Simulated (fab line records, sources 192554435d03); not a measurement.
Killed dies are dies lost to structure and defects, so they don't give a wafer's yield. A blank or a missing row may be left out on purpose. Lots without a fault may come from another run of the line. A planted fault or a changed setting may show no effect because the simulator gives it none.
Which tool did it? | flow n5_finfet | 11 lots, 33 wafers sampled, at 3 steps of a route of 1938

WHAT THE GAUGES READ, wafer by wafer
N5_PASSIVATION_INSPECT_67: inspects for defects (macro). Usual: raw_defect_count 2.0, standard deviation 1.3.
lot  | measured     | on                | raw_defect_count | flag
L641 | day 13 11:46 | defect_inspect-01 | 4 3 3            |
L642 | day 14 02:36 | defect_inspect-02 | 3 4 1            |
L647 | day 14 07:23 | defect_inspect-02 | 4 2 2            |
L648 | day 14 17:13 | defect_inspect-02 | 1 2 2            |
L646 | day 15 08:31 | defect_inspect-02 | 2 2 1            |
L649 | day 15 09:07 | defect_inspect-01 | 3 1 3            |
L650 | day 15 08:25 | defect_inspect-02 | 1 3 3            |
L652 | day 16 13:35 | defect_inspect-01 | 2 2 2            |
L658 | day 17 01:49 | defect_inspect-01 | 2 2 1            |
L657 | day 18 02:44 | defect_inspect-01 | 3 2 2            |
L662 | day 18 08:35 | defect_inspect-01 | 3 2 4            |

WHICH TOOL RAN EACH LOT (tool, then ch and the chambers of the sampled wafers, then the start)
lot  | N5_BEOL_M7_DEP_56               | N5_PASSIVATION_ETCH_59
L641 | pecvd-04 ch 0,1,2, day 9 20:29  | rie_metal-01 ch 0,1, day 13 10:26
L642 | pecvd-01 ch 1,2, day 10 15:58   | rie_metal-03 ch 0,1, day 14 01:09
L647 | pecvd-01 ch 0,2, day 11 08:36   | rie_metal-01 ch 0,1, day 14 06:09
L648 | pecvd-04 ch 0,1, day 11 16:50   | rie_metal-03 ch 0,1, day 14 15:50
L646 | pecvd-04 ch 0,1,2, day 12 05:01 | rie_metal-02 ch 1, day 15 07:16
L649 | pecvd-02 ch 0,1,2, day 12 10:24 | rie_metal-03 ch 0,1, day 15 07:44
L650 | pecvd-01 ch 0,1,2, day 12 13:10 | rie_metal-03 ch 0,1, day 15 06:55
L652 | pecvd-02 ch 0,1,2, day 13 13:27 | rie_metal-02 ch 0,1, day 16 12:25
L658 | pecvd-02 ch 0,1,2, day 14 03:43 | rie_metal-03 ch 0,1, day 17 00:29
L657 | pecvd-01 ch 0,1,2, day 14 21:12 | rie_metal-02 ch 0,1, day 18 01:19
L662 | pecvd-04 ch 1,2, day 15 02:19   | rie_metal-02 ch 1, day 18 07:05
- N5_BEOL_M7_DEP_56: deposits SiCN from 3MS/NH3, target thk 10 nm, time 17.5 s.
- N5_PASSIVATION_ETCH_59: etches TaN in Cl2/BCl3, target depth 65 nm, time 34.9 s.

WHAT THE TOOLS THEMSELVES READ (means of the sampled wafers that have a number; where no wafer has one, the mark that the record gives instead)
N5_BEOL_M7_DEP_56. Usual: showerhead_plenum_p_Torr 3.664 Torr, standard deviation 0.01; throttle_valve_pct 8.9 %, standard deviation 0.47.
lot  | tool     | showerhead_plenum_p_Torr (Torr) | throttle_valve_pct (%) | flag
L641 | pecvd-04 | 3.661                           | 8.8                    |
L642 | pecvd-01 | 3.661                           | 8.5                    |
L647 | pecvd-01 | 3.669                           | 8.4                    |
L648 | pecvd-04 | 3.670                           | 8.9                    |
L646 | pecvd-04 | 3.662                           | 8.8                    |
L649 | pecvd-02 | 3.667                           | 9.4                    |
L650 | pecvd-01 | 3.663                           | 8.8                    |
L652 | pecvd-02 | 3.673                           | 9.3                    |
L658 | pecvd-02 | 3.668                           | 9.2                    |
L657 | pecvd-01 | 3.665                           | 8.7                    |
L662 | pecvd-04 | 3.659                           | 8.6                    |

N5_PASSIVATION_ETCH_59. Usual: drypump_motor_current_A 5.6 A, standard deviation 0.45; oes_product_au 0.75 a.u., standard deviation 0.073; throttle_valve_pct 21.15 %, standard deviation 0.098.
lot  | tool         | drypump_motor_current_A (A) | oes_product_au (a.u.) | throttle_valve_pct (%) | flag
L641 | rie_metal-01 | 6.2                         | 0.76                  | 21.19                  |
L642 | rie_metal-03 | 5.3                         | 0.73                  | 21.14                  |
L647 | rie_metal-01 | 6.1                         | 0.75                  | 21.20                  |
L648 | rie_metal-03 | 5.3                         | 0.73                  | 21.14                  |
L646 | rie_metal-02 | 5.5                         | 0.84                  | 20.98                  |
L649 | rie_metal-03 | 5.2                         | 0.69                  | 21.21                  |
L650 | rie_metal-03 | 5.3                         | 0.72                  | 21.13                  |
L652 | rie_metal-02 | 5.5                         | 0.80                  | 21.04                  |
L658 | rie_metal-03 | 5.3                         | 0.71                  | 21.15                  |
L657 | rie_metal-02 | 5.5                         | 0.74                  | 21.12                  |
L662 | rie_metal-02 | 5.5                         | 0.81                  | 21.01                  |

THE ANSWER, worked out from the rows above alone
Rule: a lot is off if the mean of its wafers that have a number lies more than 3 standard deviations from the usual mean. A lot without any number at a reading at which 4 lots or more have one is off too. The other lots that the step has rows for count as sound. The gauges are gone through in route order, then the tools' own readings, and for those a lot's mean is taken as printed above. The first step at which some lot is off is used, and at that step the reading that is off furthest; a lot without a number counts as furthest.
No lot is off at any reading shown: from this, nothing can be told.

WHAT THE SIMULATOR HAD PUT IN
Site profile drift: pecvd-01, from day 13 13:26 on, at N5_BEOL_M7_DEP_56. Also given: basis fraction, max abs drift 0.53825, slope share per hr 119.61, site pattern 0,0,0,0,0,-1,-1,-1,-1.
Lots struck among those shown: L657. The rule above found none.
